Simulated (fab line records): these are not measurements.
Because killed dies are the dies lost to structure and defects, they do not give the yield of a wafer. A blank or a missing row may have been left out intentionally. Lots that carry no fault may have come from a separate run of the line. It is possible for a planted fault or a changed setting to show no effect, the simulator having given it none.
What tool caused it?	flow n5-finfet	Sampling: 9 lots, 27 wafers, 7 of 1938 route steps

== WHAT EACH GAUGE READ, for each wafer ==
N5_BEOL_M2_INSPECT_59: inspects for defects (darkfield).
lot	measured	on	raw-defect-count
L872	day 6 20:39	defect-inspect-02	48 64 90
L874	day 7 02:30	defect-inspect-01	115 123 83
L873	day 7 08:13	defect-inspect-01	38 44 55
L875	day 7 16:43	defect-inspect-01	69 150 71
L876	day 8 13:22	defect-inspect-02	95 75 104
L877	day 8 13:36	defect-inspect-01	45 38 80
L888	day 11 13:41	defect-inspect-02	124 113 82
L890	day 11 15:20	defect-inspect-02	136 49 58
L895	day 13 05:58	defect-inspect-01	72 109 55

N5_BEOL_M3_CD_MEAS_11: the cd target is 17.05 nm.
lot	measured	on	cd-nm (nm)
L872	day 6 21:16	cd-sem-01	16.96 16.61 17.12
L874	day 7 03:13	cd-sem-01	17.21 17.03 17.02
L873	day 7 11:31	cd-sem-01	17.22 17.02 16.83
L875	day 7 19:52	cd-sem-03	18.89 17.97 18.40
L876	day 8 14:26	cd-sem-01	16.96 16.97 16.53
L877	day 8 14:36	cd-sem-01	18.58 17.81 18.28
L888	day 11 14:52	cd-sem-02	17.13 16.84 17.13
L890	day 11 17:11	cd-sem-01	16.77 16.93 17.04
L895	day 13 07:17	cd-sem-01	16.98 16.78 17.29

N5_BEOL_M3_CD_MEAS_18: pitch 36 nm, target cd 18 nm.
lot	measured	on	cd-nm (nm)
L872	day 6 21:55	cd-sem-01	18.19 17.92 17.78
L874	day 7 03:49	cd-sem-01	18.12 18.21 18.29
L873	day 7 12:09	cd-sem-03	17.89 17.69 17.57
L875	day 7 21:13	cd-sem-03	19.10 19.11 19.51
L876	day 8 15:00	cd-sem-01	17.57 17.98 17.80
L877	day 8 15:09	cd-sem-01	19.17 19.39 19.13
L888	day 11 15:28	cd-sem-01	18.21 17.74 18.23
L890	day 11 17:53	cd-sem-03	18.18 17.95 17.91
L895	day 13 07:52	cd-sem-01	17.92 18.02 17.72

N5_BEOL_M4_RC_MEAS_101.
lot	measured	on	DIBL_N (mV/V)	DIBL_P (mV/V)	IOFF_N (nA/um)	IOFF_P (nA/um)	ION_N (uA/um)	ION_P (uA/um)	SS_N (mV/dec)	SS_P (mV/dec)	VT_N (mV)	VT_P (mV)
L872	day 7 14:26	prober-02	36.5 36.3 37.5	36.8 36.4 37.9	0.157 0.153 0.178	0.199 0.198 0.220	672 673 685	464 459 469	71.7 71.1 71.9	72.9 73.6 72.6	250.5 251.6 249.3	-252 -250 -250
L874	day 7 20:34	prober-02	35.9 35.5 35.7	36.3 36.4 36.2	0.161 0.155 0.155	0.233 0.227 0.229	680 690 681	471 476 472	71.5 70.4 70.8	73.6 72.9 73.7	247.7 246.8 246.7	-247 -247 -248
L873	day 8 08:42	prober-01	35.3 36.7 34.3	36.5 38.1 35.1	0.138 0.162 0.116	0.190 0.215 0.163	682 675 674	470 464 460	70.8 72.0 70.3	73.2 73.5 72.9	250.0 250.2 257.5	-251 -249 -254
L876	day 9 07:53	prober-02	35.7 37.4 37.0	36.0 38.4 37.4	0.144 0.182 0.166	0.215 0.245 0.222	671 678 666	463 469 464	71.6 70.9 71.0	73.4 74.0 73.7	251.6 246.6 249.5	-249 -247 -248
L888	day 12 16:52	prober-01	34.9 35.5 35.7	35.2 36.2 36.4	0.129 0.147 0.152	0.162 0.182 0.187	666 669 672	449 455 453	71.6 71.6 72.4	72.5 73.1 73.1	256.9 251.4 251.7	-258 -253 -254
L890	day 12 18:44	prober-02	36.5 35.7 36.0	37.6 36.6 37.3	0.155 0.142 0.145	0.216 0.194 0.219	672 676 676	464 464 463	70.9 71.5 71.8	73.4 73.3 73.5	250.2 251.9 251.1	-248 -251 -248
L895	day 14 10:47	prober-02	35.4 36.9 37.4	33.4 35.5 36.0	0.128 0.159 0.164	0.159 0.188 0.199	657 673 674	451 459 458	70.9 71.7 71.9	72.4 72.8 73.6	252.2 250.4 249.7	-254 -251 -252

== WHICH TOOL RAN EACH LOT (tool, then ch and the chambers of the sampled wafers, then the start) ==
lot	N5_BEOL_M2_ANNEAL_51	N5_BEOL_M2_PRE_CLEAN_60	N5_BEOL_M3_EXPOSE_08
L872	rtp-anneal-02 ch 0, day 6 19:49	cvd-co-01 ch 0,1,2, day 6 20:24	euv-scanner-02 ch 0, day 6 21:08
L874	rtp-anneal-02 ch 0, day 7 01:40	cvd-co-01 ch 0,1,2, day 7 02:15	euv-scanner-01 ch 0, day 7 03:05
L873	rtp-anneal-02 ch 0, day 7 07:27	cvd-co-02 ch 0,1,2, day 7 07:59	euv-scanner-01 ch 0, day 7 11:25
L875	rtp-anneal-01 ch 0, day 7 15:57	cvd-co-02 ch 0,1,2, day 7 16:28	euv-scanner-01 ch 0, day 7 19:46
L876	rtp-anneal-01 ch 0, day 8 12:29	cvd-co-01 ch 0,2, day 8 13:07	euv-scanner-02 ch 0, day 8 14:19
L877	rtp-anneal-02 ch 0, day 8 12:35	cvd-co-01 ch 1,2, day 8 13:21	euv-scanner-01 ch 0, day 8 14:29
L888	rtp-anneal-02 ch 0, day 11 12:50	cvd-co-02 ch 0,1,2, day 11 13:26	euv-scanner-02 ch 0, day 11 14:44
L890	rtp-anneal-01 ch 0, day 11 14:31	cvd-co-01 ch 0,2, day 11 15:05	euv-scanner-02 ch 0, day 11 17:04
L895	rtp-anneal-01 ch 0, day 13 04:59	cvd-co-01 ch 1,2, day 13 05:37	euv-scanner-02 ch 0, day 13 07:10
- N5_BEOL_M2_ANNEAL_51: time 90 s.
- N5_BEOL_M2_PRE_CLEAN_60: time 15 s.
- N5_BEOL_M3_EXPOSE_08: exposes mask M3.

== WHAT THE TOOLS THEMSELVES READ (means of the sampled wafers that have a number; where no wafer has one, the mark that the record gives instead) ==
N5_BEOL_M2_ANNEAL_51.
lot	tool	wafer_temp_C_max
L872	rtp-anneal-02	227.1
L874	rtp-anneal-02	226.6
L873	rtp-anneal-02	226.5
L875	rtp-anneal-01	226.2
L876	rtp-anneal-01	225.7
L877	rtp-anneal-02	226.8
L888	rtp-anneal-02	226.5
L890	rtp-anneal-01	226.2
L895	rtp-anneal-01	226.1

N5_BEOL_M2_PRE_CLEAN_60.
lot	tool	heater-power-w (W)	rf-fwd-power-W (W)
L872	cvd-co-01	88	296.2
L874	cvd-co-01	90	296.1
L873	cvd-co-02	82	297.1
L875	cvd-co-02	85	296.1
L876	cvd-co-01	90	295.8
L877	cvd-co-01	75	296.6
L888	cvd-co-02	85	296.1
L890	cvd-co-01	105	294.8
L895	cvd-co-01	75	296.9

N5_BEOL_M3_EXPOSE_08.
lot	tool	exposure-dose-mJ-cm2
L872	euv-scanner-02	32.94
L874	euv-scanner-01	32.95
L873	euv-scanner-01	32.89
L875	euv-scanner-01	35.12
L876	euv-scanner-02	32.98
L877	euv-scanner-01	34.67
L888	euv-scanner-02	32.89
L890	euv-scanner-02	32.92
L895	euv-scanner-02	32.96

== THE ANSWER, worked out from the rows above alone ==
Rule: usual is defined by the lots themselves. Put in order of their means at a reading, lots are off if they are a third of the lots or fewer, leave a main group of 4 or more, and stand apart from it by a gap of 3 or more times the standard deviation of the main group's means; of several such gaps the widest counts. A main group is skipped when, at the precision printed for the reading in the tables above, its means are all equal. A lot without any number at a reading at which 4 lots or more have one is off too. The other lots that the step has rows for count as sound. Order of review: gauges by route order, followed by the tools' own readings, for which a lot's mean as printed above is used. The first step at which some lot is off is used, and at that step the reading that is off furthest; a lot without a number counts as furthest.
Off: L875, L877 (N5_BEOL_M3_CD_MEAS_11, cd-nm). For the main group the mean is 16.97 nm and the standard deviation 0.088.
A tool fits if, at a process step before that reading, it ran every lot that is off, and no sound lot after the first of them. Not tried: the gauges at N5_BEOL_M3_CD_MEAS_11; whatever is off there is also off at N5_BEOL_M3_EXPOSE_08, on other tools, and gauge error can't account for it. One candidate fits, namely euv-scanner-01 at N5_BEOL_M3_EXPOSE_08. Its last sound lot is L873 (day 7 11:25), its first lot that is off L875 (day 7 19:46): a fault that began between those two fits.
The tool's own readings at N5_BEOL_M3_EXPOSE_08 bear it out: on the lots that are off they differ by more than 5 times the standard deviation of the sound lots' means. exposure-dose-mJ-cm2 reads 34.89 there against 32.93 on the sound lots.

== WHAT WAS PUT IN BY THE SIMULATOR ==
Drift in process parameters on euv-scanner-01 at N5_BEOL_M3_EXPOSE_08, starting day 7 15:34. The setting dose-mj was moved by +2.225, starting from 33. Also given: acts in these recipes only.
Shown lots that were struck: L875, L877. The rule above found the same.
